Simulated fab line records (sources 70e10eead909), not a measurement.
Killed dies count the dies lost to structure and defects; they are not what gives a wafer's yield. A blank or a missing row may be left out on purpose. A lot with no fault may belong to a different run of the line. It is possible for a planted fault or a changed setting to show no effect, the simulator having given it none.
fab line records    flow nand_harc
record lots=24  wafers=72  last_day=33
route steps=1302 shown A_CONTACT@985
lots that met no fault: from a run of the same line without faults
start_h: the number of hours between the record's first day and the start of the first shown wafer of the lot    wait_h: hours elapsed since this lot's preceding step    " identical to the entry in the row above    L1.1+2: a single row standing in for several wafers    - either no value or no given start    * or withheld: withheld    < > ~ a bound
route shown NAME@n: names a module that has steps shown in the file, with the first one's number in the route    usual: mean/standard deviation taken from wafers without a fault    same: alike in all rows    chamber/n: place in a boat    sites: readings site by site    _std_site: the values' standard deviation    _edge_site: outer sites' mean less inner sites'    radius_mm: for every site, how far away it sits from the centre of the wafer    mask NAME#n: copy n    behind: the most recent tool/chamber to have shaped the wafer    hold: reason for holding the lot/hours on hold/outcome of the hold    device: the transistor (n, p or np) that didn't switch    end of line: the route-end tests of the same wafers    a step without rows: its recipe alone    killed: dies lost to structure and defects at the first sort, not the wafer's yield    map: per-die view of a wafer (x killed, . not killed, _ where there is no die)
set.NAME: the setting the step ran with; set.NAME@STEP: the setting that earlier step ran with    model.NAME: the simulator's own value behind a step, which no gauge read
the route's steps for a sample of lots (tables are steps, rows are wafers)
services: the hour from which a tool's chamber was out of use, counted from the record's first day as start_h (under 0 if before that day), plus the number of hours and why
## steps
# step NHARC_A_CONTACT_DEP_28
# recipe target_thk_a=70000  temp_c=400  material=aC
# usual throttle_valve_pct=35.000/0.01
lot.wafer  tool        chamber  start_h  wait_h  throttle_valve_pct
L075.1     acl_dep-03  0        478.59   0.4     35.002
L075.2     "           0        "        "       35.007
L075.3     "           0        "        "       34.994
L074.1     acl_dep-03  0        497.68   5.0     34.995
L074.3     "           0        499.11   6.4     34.995
L074.4     "           0        "        "       34.999
L076.2     acl_dep-03  0        503.51   0.8     35.012
L076.5     "           0        505.63   2.9     35.003
L076.6     "           0        "        "       35.001
L077.2     acl_dep-03  0        511.69   0.8     35.018
L077.3     "           0        "        "       34.984
L077.5     "           0        513.79   2.9     34.996
L078.3     acl_dep-03  0        525.59   5.4     35.015
L078.4     "           0        "        "       34.992
L078.6     "           0        527.71   7.5     35.017
L079.2     acl_dep-02  0        525.86   5.3     35.002
L079.3     "           0        "        "       35.012
L079.5     "           0        527.98   7.5     35.001
L082.1     acl_dep-02  0        558.69   0.1     34.995
L082.2     "           0        "        "       34.988
L082.6     "           0        562.26   3.6     35.009
L081.1     acl_dep-03  0        558.86   0.1     34.993
L081.2     "           0        "        "       35.011
L081.5     "           0        561.68   2.9     34.997
L080.1     acl_dep-01  0        562.85   1.5     35.003
L080.3     "           0        564.27   2.9     34.995
L080.6     "           0        566.39   5.0     35.002
L083.1     acl_dep-03  0        567.88   0.1     35.019
L083.3     "           0        569.31   1.5     35.000
L083.5     "           0        570.74   2.9     34.984
L084.4     acl_dep-01  0        603.38   2.2     35.011
L084.5     "           0        "        "       34.987
L084.6     "           0        "        "       34.991
L086.1     acl_dep-01  0        610.81   0.1     35.009
L086.3     "           0        612.22   1.5     35.007
L086.6     "           0        614.33   3.6     35.002
L085.1     acl_dep-03  0        612.64   1.7     35.007
L085.4     "           0        614.76   3.8     34.990
L085.6     "           0        616.17   5.3     34.993
L087.2     acl_dep-01  0        615.74   4.6     35.004
L087.4     "           0        617.16   6.0     35.017
L087.5     "           0        "        "       34.998
L089.1     acl_dep-03  0        627.68   2.0     35.014
L089.3     "           0        629.08   3.4     35.008
L089.5     "           0        630.47   4.8     34.994
L088.3     acl_dep-01  0        633.40   4.2     35.006
L088.4     "           0        "        "       35.008
L088.5     "           0        "        "       34.992
L092.1     acl_dep-01  0        642.98   0.1     35.024
L092.4     "           0        645.06   2.1     35.003
L092.5     "           0        "        "       34.985
L090.1     acl_dep-02  0        647.13   1.6     34.995
L090.4     "           0        649.23   3.7     34.994
L090.5     "           0        "        "       35.016
L091.2     acl_dep-02  0        653.59   0.8     35.014
L091.4     "           0        655.01   2.2     34.993
L091.5     "           0        "        "       35.000
L093.1     acl_dep-03  0        686.32   0.1     34.997
L093.4     "           0        688.44   2.2     35.006
L093.5     "           0        "        "       34.985
L095.2     acl_dep-02  0        691.76   0.9     34.977
L095.3     "           0        "        "       34.995
L095.6     "           0        694.59   3.7     34.999
L094.1     acl_dep-01  0        696.02   1.4     34.996
L094.2     "           0        "        "       34.996
L094.4     "           0        698.16   3.6     34.998
L097.3     acl_dep-02  0        696.71   2.1     35.003
L097.4     "           0        "        "       35.009
L097.6     "           0        698.84   4.2     34.996
L096.1     acl_dep-02  0        714.04   4.1     35.001
L096.5     "           0        716.88   7.0     34.994
L096.6     "           0        "        "       34.998
# step NHARC_A_CONTACT_ETCH_51
# recipe target_depth_a=70000  over_etch_frac=0.3  time_s=1820  ion_energy_ev=150  o2_flow_sccm=400  cos_flow_sccm=20  ar_flow_sccm=0  rf_w=500  bias_w=300  chemistry=O2/COS
# usual drypump_motor_current_A=5.6/0.58  oes_product_au=1.001/0.011  rf_vpp_V=314.5/1.6  showerhead_plenum_p_Torr=3.15/0.11  throttle_valve_pct=28.330/0.009
lot.wafer  tool         chamber  start_h  wait_h  drypump_motor_current_A  oes_product_au  rf_hours_counter_h  rf_vpp_V  showerhead_plenum_p_Torr  throttle_valve_pct
L075.1     rie_diel-05  3        -        -       5.3                      0.996           21                  314.5     3.15                      28.334
L075.2     "            0        "        "       4.7                      1.005           23                  314.3     3.18                      28.339
L075.3     "            1        "        "       5.5                      0.995           18                  311.6     2.97                      28.344
L074.1     rie_diel-05  0        -        -       4.7                      1.008           30                  314.8     3.18                      28.348
L074.4     "            1        "        "       5.5                      1.009           26                  313.2     2.96                      28.326
L074.3     "            3        "        "       5.3                      0.990           29                  315.0     3.15                      28.320
L076.2     rie_diel-06  2        -        -       6.3                      1.012           3                   316.4     3.20                      28.339
L076.5     "            1        "        "       5.0                      0.993           -                   314.0     3.06                      28.341
L076.6     "            2        "        "       6.3                      1.006           -                   316.6     3.20                      28.334
L077.3     rie_diel-05  1        -        -       5.5                      0.990           32                  311.5     2.96                      28.322
L077.2     "            3        "        "       5.3                      0.986           33                  313.8     3.15                      28.331
L077.5     "            1        "        "       5.5                      0.989           -                   312.5     2.96                      28.334
L078.4     rie_diel-05  2        -        -       6.2                      0.980           40                  316.1     3.32                      28.323
L078.3     "            3        "        "       5.3                      1.004           37                  314.3     3.14                      28.338
L078.6     "            0        "        "       4.7                      0.999           -                   313.8     3.17                      28.333
L079.2     rie_diel-06  2        -        -       6.3                      1.022           6                   317.0     3.20                      28.330
L079.3     "            1        "        "       5.1                      0.986           7                   314.3     3.05                      28.331
L079.5     "            2        "        "       6.3                      1.018           -                   313.5     3.20                      28.335
L082.2     rie_diel-06  0        -        -       6.4                      1.006           9                   314.4     3.26                      28.334
L082.1     "            1        "        "       5.1                      0.988           9                   313.3     3.05                      28.327
L082.6     "            1        "        "       5.1                      0.982           -                   312.7     3.05                      28.328
L081.1     rie_diel-05  1        -        -       5.5                      0.993           45                  311.3     2.96                      28.329
L081.2     "            0        "        "       4.7                      0.995           51                  314.8     3.17                      28.334
L081.5     "            1        "        "       5.5                      0.991           -                   311.5     2.96                      28.333
L080.1     rie_diel-06  2        -        -       6.3                      1.014           10                  314.1     3.20                      28.326
L080.3     "            1        "        "       5.1                      0.993           11                  313.5     3.05                      28.332
L080.6     "            3        "        "       5.3                      1.010           -                   313.9     3.13                      28.337
L083.1     rie_diel-05  1        -        -       5.5                      0.995           48                  312.1     2.95                      28.343
L083.3     "            2        "        "       6.2                      0.996           52                  315.2     3.32                      28.333
L083.5     "            3        "        "       5.3                      0.996           -                   314.8     3.14                      28.331
L084.4     rie_diel-06  3        -        -       5.3                      1.015           17                  315.0     3.12                      28.327
L084.6     "            1        "        "       5.1                      1.001           -                   313.2     3.05                      28.349
L084.5     "            2        "        "       6.3                      1.012           -                   315.6     3.19                      28.300
L086.1     rie_diel-05  1        -        -       5.5                      0.997           5                   312.7     2.95                      28.336
L086.3     "            3        "        "       5.3                      1.021           5                   314.2     3.13                      28.326
L086.6     "            2        "        "       6.2                      0.999           -                   314.8     3.31                      28.343
L085.4     rie_diel-06  1        -        -       5.1                      0.999           18                  312.8     3.05                      28.314
L085.1     "            0        "        "       6.4                      1.011           17                  314.2     3.25                      28.336
L085.6     "            1        "        "       5.0                      1.010           -                   313.5     3.05                      28.341
L087.4     rie_diel-05  2        -        -       6.2                      1.010           7                   316.4     3.31                      28.320
L087.2     "            3        "        "       5.3                      1.026           6                   315.2     3.13                      28.332
L087.5     "            1        "        "       5.5                      1.008           -                   312.2     2.95                      28.345
L089.1     rie_diel-06  1        -        -       5.1                      0.989           21                  313.2     3.05                      28.331
L089.3     "            3        "        "       5.3                      1.000           20                  313.1     3.12                      28.344
L089.5     "            0        "        "       6.4                      1.002           -                   316.6     3.25                      28.329
L088.4     rie_diel-05  3        -        -       5.3                      1.011           11                  313.5     3.13                      28.316
L088.3     "            0        "        "       4.7                      0.998           11                  314.9     3.16                      28.334
L088.5     "            3        "        "       5.3                      1.005           -                   314.1     3.13                      28.326
L092.4     rie_diel-05  1        -        -       5.5                      0.996           20                  311.7     2.94                      28.329
L092.1     "            2        "        "       6.2                      0.999           17                  314.8     3.31                      28.339
L092.5     "            1        "        "       5.5                      0.998           -                   312.1     2.94                      28.325
L090.1     rie_diel-06  1        -        -       5.1                      0.988           27                  314.5     3.04                      28.325
L090.4     "            0        "        "       6.4                      0.999           25                  315.9     3.25                      28.334
L090.5     "            1        "        "       5.1                      1.000           -                   313.4     3.04                      28.332
L091.4     rie_diel-06  3        -        -       5.3                      1.009           28                  314.3     3.12                      28.330
L091.2     "            0        "        "       6.4                      1.004           27                  316.5     3.25                      28.328
L091.5     "            2        "        "       6.3                      1.028           -                   313.9     3.19                      28.333
L093.1     rie_diel-06  3        -        -       5.4                      0.993           2                   314.3     3.12                      28.323
L093.4     "            0        "        "       6.4                      0.992           2                   316.2     3.24                      28.332
L093.5     "            2        "        "       6.3                      1.007           -                   314.8     3.19                      28.332
L095.3     rie_diel-06  1        -        -       5.1                      0.988           3                   313.7     3.04                      28.320
L095.2     "            3        "        "       5.3                      1.002           3                   315.2     3.12                      28.321
L095.6     "            2        "        "       6.3                      1.001           -                   315.7     3.19                      28.319
L097.4     rie_diel-06  3        -        -       5.3                      1.006           4                   314.0     3.12                      28.339
L097.3     "            1        "        "       5.1                      0.980           4                   313.2     3.04                      28.319
L097.6     "            2        "        "       6.3                      1.006           -                   313.1     3.19                      28.332
L094.4     rie_diel-07  3        -        -       6.1                      0.998           17                  313.2     3.17                      28.338
L094.2     "            0        "        "       5.9                      0.993           15                  317.0     3.19                      28.314
L094.1     "            1        "        "       5.8                      1.011           13                  316.6     3.30                      28.338
L096.1     rie_diel-05  3        -        -       5.3                      1.014           41                  314.8     3.11                      28.317
L096.6     "            2        "        "       6.2                      1.017           -                   317.7     3.29                      28.314
L096.5     "            3        "        "       5.3                      1.021           -                   314.6     3.11                      28.342
# step NHARC_A_CONTACT_ETCH_112
# recipe source_w=withheld  pressure_mtorr=20  bias_v=3000  time_s=190  target_depth_a=18500  ar_flow_sccm=withheld  c4f8_flow_sccm=withheld  o2_flow_sccm=withheld  chemistry=C4F8/O2/Ar
lot.wafer  tool             chamber  start_h  wait_h  rf_hours_counter_h
L075.1     har_cap_etch-02  0        485.65   0.2     75
L075.2     "                1        "        "       75
L075.3     "                1        "        "       -
L074.1     har_cap_etch-02  0        507.64   0.2     79
L074.3     "                0        "        "       -
L074.4     "                1        "        "       -
L076.2     har_cap_etch-03  0        510.11   0.2     45
L076.5     "                1        "        "       -
L076.6     "                0        "        "       -
L077.2     har_cap_etch-02  0        518.22   0.2     82
L077.3     "                0        "        "       -
L077.5     "                0        "        "       -
L078.3     har_cap_etch-02  1        531.42   0.2     -
L078.4     "                0        "        "       -
L078.6     "                0        "        "       -
L079.2     har_cap_etch-03  0        532.42   0.2     49
L079.3     "                1        "        "       -
L079.5     "                1        "        "       -
L082.1     har_cap_etch-02  0        565.93   0.2     90
L082.2     "                1        "        "       90
L082.6     "                0        "        "       -
L081.1     har_cap_etch-01  1        566.94   0.2     8
L081.2     "                0        "        "       8
L081.5     "                1        "        "       -
L080.1     har_cap_etch-03  1        569.93   0.2     55
L080.3     "                1        "        "       -
L080.6     "                1        "        "       -
L083.1     har_cap_etch-02  1        575.15   0.2     92
L083.3     "                0        "        "       -
L083.5     "                1        "        "       -
L084.4     har_cap_etch-01  0        608.49   0.2     -
L084.6     "                0        "        "       -
L084.5     "                1        "        "       -
L086.1     har_cap_etch-02  0        618.05   0.2     97
L086.3     "                0        "        "       -
L086.6     "                1        "        "       -
L085.1     har_cap_etch-03  1        619.99   0.2     61
L085.4     "                1        "        "       -
L085.6     "                0        "        "       -
L087.2     har_cap_etch-01  1        622.22   0.2     18
L087.4     "                0        "        "       -
L087.5     "                0        "        "       -
L089.1     har_cap_etch-03  0        635.18   0.2     65
L089.3     "                1        "        "       -
L089.5     "                0        "        "       -
L088.3     har_cap_etch-02  0        639.92   0.2     -
L088.4     "                1        "        "       -
L088.5     "                0        "        "       -
L092.1     har_cap_etch-01  0        650.35   0.2     26
L092.4     "                0        "        "       -
L092.5     "                1        "        "       -
L090.1     har_cap_etch-03  0        654.46   0.2     71
L090.4     "                0        "        "       -
L090.5     "                0        "        "       -
L091.2     har_cap_etch-02  0        660.06   0.2     108
L091.4     "                0        "        "       -
L091.5     "                0        "        "       -
L093.1     har_cap_etch-03  1        693.58   0.2     77
L093.4     "                1        "        "       -
L093.5     "                0        "        "       -
L095.2     har_cap_etch-01  1        698.26   0.2     32
L095.3     "                0        "        "       -
L095.6     "                1        "        "       -
L097.4     har_cap_etch-02  0        702.57   0.2     -
L097.3     "                1        "        "       -
L097.6     "                1        "        "       -
L094.2     har_cap_etch-03  0        703.34   0.2     79
L094.1     "                1        "        "       79
L094.4     "                1        "        "       -
L096.1     har_cap_etch-03  1        721.27   0.2     83
L096.6     "                0        "        "       -
L096.5     "                1        "        "       -
# step NHARC_A_CONTACT_ETCH_124
# recipe source_w=withheld  pressure_mtorr=20  bias_v=withheld  time_s=140  target_depth_a=7000  ar_flow_sccm=withheld  c4f8_flow_sccm=withheld  o2_flow_sccm=withheld  chemistry=C4F8/O2/Ar
lot.wafer  tool             chamber  start_h  wait_h  rf_hours_counter_h
L075.1     har_cap_etch-02  0        501.19   -       77
L075.2     "                1        "        "       77
L075.3     "                0        "        "       -
L074.1     har_cap_etch-01  1        517.46   -       0
L074.4     "                1        "        "       -
L074.3     "                0        "        "       -
L076.2     har_cap_etch-03  1        521.50   -       47
L076.5     "                0        "        "       -
L076.6     "                1        "        "       -
L077.2     har_cap_etch-01  0        533.01   -       3
L077.3     "                1        "        "       -
L077.5     "                0        "        "       -
L078.3     har_cap_etch-03  0        541.62   -       -
L078.4     "                1        "        "       -
L078.6     "                0        "        "       -
L079.2     har_cap_etch-02  0        544.55   -       88
L079.3     "                1        "        "       -
L079.5     "                0        "        "       -
L082.2     har_cap_etch-01  0        575.54   -       10
L082.1     "                1        "        "       10
L082.6     "                0        "        "       -
L081.1     har_cap_etch-03  0        576.58   -       57
L081.2     "                1        "        "       57
L081.5     "                0        "        "       -
L080.1     har_cap_etch-01  0        583.42   -       12
L080.3     "                0        "        "       -
L080.6     "                0        "        "       -
L083.1     har_cap_etch-01  1        587.03   -       13
L083.3     "                0        "        "       -
L083.5     "                1        "        "       -
L084.4     har_cap_etch-02  0        626.60   -       -
L084.5     "                1        "        "       -
L084.6     "                0        "        "       -
L086.1     har_cap_etch-03  0        630.19   -       63
L086.3     "                0        "        "       -
L086.6     "                0        "        "       -
L085.1     har_cap_etch-01  0        631.48   -       20
L085.4     "                1        "        "       -
L085.6     "                1        "        "       -
L087.2     har_cap_etch-02  1        634.47   -       101
L087.4     "                1        "        "       -
L087.5     "                0        "        "       -
L089.1     har_cap_etch-03  0        646.09   -       69
L089.3     "                0        "        "       -
L089.5     "                0        "        "       -
L088.4     har_cap_etch-02  1        649.68   -       -
L088.3     "                0        "        "       -
L088.5     "                0        "        "       -
L092.1     har_cap_etch-03  0        661.15   -       73
L092.4     "                1        "        "       -
L092.5     "                1        "        "       -
L090.1     har_cap_etch-01  0        665.17   -       29
L090.4     "                0        "        "       -
L090.5     "                0        "        "       -
L091.2     har_cap_etch-03  0        672.83   -       75
L091.4     "                0        "        "       -
L091.5     "                1        "        "       -
L093.1     har_cap_etch-01  0        707.73   -       35
L093.4     "                0        "        "       -
L093.5     "                1        "        "       -
L095.2     har_cap_etch-02  1        712.73   -       116
L095.3     "                0        "        "       -
L095.6     "                1        "        "       -
L097.4     har_cap_etch-03  1        714.87   -       -
L097.3     "                0        "        "       -
L097.6     "                0        "        "       -
L094.2     har_cap_etch-01  0        717.78   -       36
L094.1     "                1        "        "       36
L094.4     "                1        "        "       -
L096.1     har_cap_etch-01  1        730.95   -       39
L096.5     "                1        "        "       -
L096.6     "                0        "        "       -
# step NHARC_A_CONTACT_ETCH_130
# recipe source_w=withheld  pressure_mtorr=20  bias_v=3000  time_s=197  target_depth_a=19180  ar_flow_sccm=withheld  c4f8_flow_sccm=withheld  o2_flow_sccm=withheld  chemistry=C4F8/O2/Ar
lot.wafer  tool             chamber  start_h  wait_h  rf_hours_counter_h
L075.1     har_cap_etch-02  0        502.28   0.1     78
L075.2     "                1        "        "       78
L075.3     "                0        "        "       -
L074.1     har_cap_etch-01  1        518.54   0.1     1
L074.4     "                1        "        "       -
L074.3     "                0        "        "       -
L076.2     har_cap_etch-03  1        522.93   0.2     48
L076.5     "                0        "        "       -
L076.6     "                1        "        "       -
L077.2     har_cap_etch-01  0        534.10   0.2     4
L077.3     "                1        "        "       -
L077.5     "                0        "        "       -
L078.3     har_cap_etch-03  0        542.70   0.1     -
L078.4     "                1        "        "       -
L078.6     "                0        "        "       -
L079.2     har_cap_etch-02  0        545.63   0.1     89
L079.3     "                1        "        "       -
L079.5     "                0        "        "       -
L082.2     har_cap_etch-01  0        576.62   0.1     11
L082.1     "                1        "        "       11
L082.6     "                0        "        "       -
L081.1     har_cap_etch-03  0        577.67   0.1     58
L081.2     "                1        "        "       58
L081.5     "                0        "        "       -
L080.1     har_cap_etch-01  0        584.51   0.2     13
L080.3     "                0        "        "       -
L080.6     "                0        "        "       -
L083.1     har_cap_etch-01  1        588.48   0.2     14
L083.3     "                0        "        "       -
L083.5     "                1        "        "       -
L084.4     har_cap_etch-02  0        627.67   0.1     -
L084.5     "                1        "        "       -
L084.6     "                0        "        "       -
L086.1     har_cap_etch-03  0        631.63   0.2     64
L086.3     "                0        "        "       -
L086.6     "                0        "        "       -
L085.1     har_cap_etch-01  0        632.57   0.1     21
L085.4     "                1        "        "       -
L085.6     "                1        "        "       -
L087.2     har_cap_etch-02  1        635.55   0.1     102
L087.4     "                1        "        "       -
L087.5     "                0        "        "       -
L089.1     har_cap_etch-03  0        647.53   0.2     70
L089.3     "                0        "        "       -
L089.5     "                0        "        "       -
L088.4     har_cap_etch-02  1        650.75   0.1     -
L088.3     "                0        "        "       -
L088.5     "                0        "        "       -
L092.1     har_cap_etch-03  0        662.60   0.2     74
L092.4     "                1        "        "       -
L092.5     "                1        "        "       -
L090.1     har_cap_etch-01  0        666.26   0.1     30
L090.4     "                0        "        "       -
L090.5     "                0        "        "       -
L091.2     har_cap_etch-03  0        674.26   0.2     76
L091.4     "                0        "        "       -
L091.5     "                1        "        "       -
L093.1     har_cap_etch-01  0        708.81   0.1     36
L093.4     "                0        "        "       -
L093.5     "                1        "        "       -
L095.2     har_cap_etch-02  1        713.82   0.1     117
L095.3     "                0        "        "       -
L095.6     "                1        "        "       -
L097.4     har_cap_etch-03  1        715.95   0.1     -
L097.3     "                0        "        "       -
L097.6     "                0        "        "       -
L094.2     har_cap_etch-01  0        718.87   0.1     37
L094.1     "                1        "        "       37
L094.4     "                1        "        "       -
L096.1     har_cap_etch-01  1        732.03   0.1     40
L096.5     "                1        "        "       -
L096.6     "                0        "        "       -
# step NHARC_A_CONTACT_ETCH_133
# recipe source_w=withheld  pressure_mtorr=20  bias_v=400  time_s=374  target_depth_a=16100  ar_flow_sccm=withheld  c4f8_flow_sccm=11.5  o2_flow_sccm=7.2  chemistry=C4F8/O2/Ar
lot.wafer  tool             chamber  start_h  wait_h  rf_hours_counter_h
L075.1     har_cap_etch-02  0        502.82   0.1     78
L075.2     "                1        "        "       78
L075.3     "                0        "        "       -
L074.1     har_cap_etch-01  1        519.07   0.1     1
L074.4     "                1        "        "       -
L074.3     "                0        "        "       -
L076.2     har_cap_etch-03  1        523.68   0.3     49
L076.5     "                0        "        "       -
L076.6     "                1        "        "       -
L077.2     har_cap_etch-01  0        534.67   0.2     5
L077.3     "                1        "        "       -
L077.5     "                0        "        "       -
L078.3     har_cap_etch-03  0        543.31   0.2     -
L078.4     "                1        "        "       -
L078.6     "                0        "        "       -
L079.2     har_cap_etch-02  0        546.16   0.1     90
L079.3     "                1        "        "       -
L079.5     "                0        "        "       -
L082.2     har_cap_etch-01  0        577.15   0.1     11
L082.1     "                1        "        "       11
L082.6     "                0        "        "       -
L081.1     har_cap_etch-03  0        578.19   0.1     58
L081.2     "                1        "        "       58
L081.5     "                0        "        "       -
L080.1     har_cap_etch-01  0        585.27   0.3     13
L080.3     "                0        "        "       -
L080.6     "                0        "        "       -
L083.1     har_cap_etch-01  1        589.25   0.3     15
L083.3     "                0        "        "       -
L083.5     "                1        "        "       -
L084.4     har_cap_etch-02  0        628.32   0.3     -
L084.5     "                1        "        "       -
L084.6     "                0        "        "       -
L086.1     har_cap_etch-03  0        632.39   0.3     65
L086.3     "                0        "        "       -
L086.6     "                0        "        "       -
L085.1     har_cap_etch-01  0        633.09   0.1     21
L085.4     "                1        "        "       -
L085.6     "                1        "        "       -
L087.2     har_cap_etch-02  1        636.08   0.1     103
L087.4     "                1        "        "       -
L087.5     "                0        "        "       -
L089.1     har_cap_etch-03  0        648.23   0.2     70
L089.3     "                0        "        "       -
L089.5     "                0        "        "       -
L088.4     har_cap_etch-02  1        651.36   0.2     -
L088.3     "                0        "        "       -
L088.5     "                0        "        "       -
L092.1     har_cap_etch-03  0        663.31   0.2     74
L092.4     "                1        "        "       -
L092.5     "                1        "        "       -
L090.1     har_cap_etch-01  0        666.79   0.1     31
L090.4     "                0        "        "       -
L090.5     "                0        "        "       -
L091.2     har_cap_etch-03  0        675.02   0.3     76
L091.4     "                0        "        "       -
L091.5     "                1        "        "       -
L093.1     har_cap_etch-01  0        709.35   0.1     36
L093.4     "                0        "        "       -
L093.5     "                1        "        "       -
L095.2     har_cap_etch-02  1        714.39   0.2     117
L095.3     "                0        "        "       -
L095.6     "                1        "        "       -
L097.4     har_cap_etch-03  1        716.56   0.2     -
L097.3     "                0        "        "       -
L097.6     "                0        "        "       -
L094.2     har_cap_etch-01  0        719.40   0.1     38
L094.1     "                1        "        "       38
L094.4     "                1        "        "       -
L096.1     har_cap_etch-01  1        732.56   0.1     41
L096.5     "                1        "        "       -
L096.6     "                0        "        "       -
## services
tool             chamber  start_h  hours  kind
rie_diel-06      1        462.22   10.3   repair
rie_diel-05      -        466.57   7.1    repair
rie_diel-07      -        471.20   9.0    pm
acl_dep-03       -        482.83   13.0   pm
rie_diel-06      -        484.35   9.0    pm
rie_diel-07      0        497.96   6.9    repair
har_cap_etch-01  -        500.04   17.0   pm
rie_diel-05      1        535.89   5.3    repair
acl_dep-01       -        549.85   13.0   pm
rie_diel-05      0        553.50   2.5    repair
rie_diel-07      2        560.00   1.7    repair
rie_diel-05      -        583.75   9.0    pm
acl_dep-02       -        607.83   13.0   pm
rie_diel-05      3        611.77   3.0    repair
rie_diel-07      2        611.94   6.7    repair
rie_diel-07      1        616.51   2.3    repair
rie_diel-06      2        630.23   8.0    repair
rie_diel-07      -        648.32   9.0    pm
rie_diel-06      -        661.35   9.0    pm
acl_dep-03       -        664.44   13.0   pm
rie_diel-07      1        685.52   6.9    repair
acl_dep-03       -        697.70   9.4    repair
rie_diel-07      1        718.43   4.2    repair
acl_dep-01       -        731.18   13.0   pm
## key
fault none
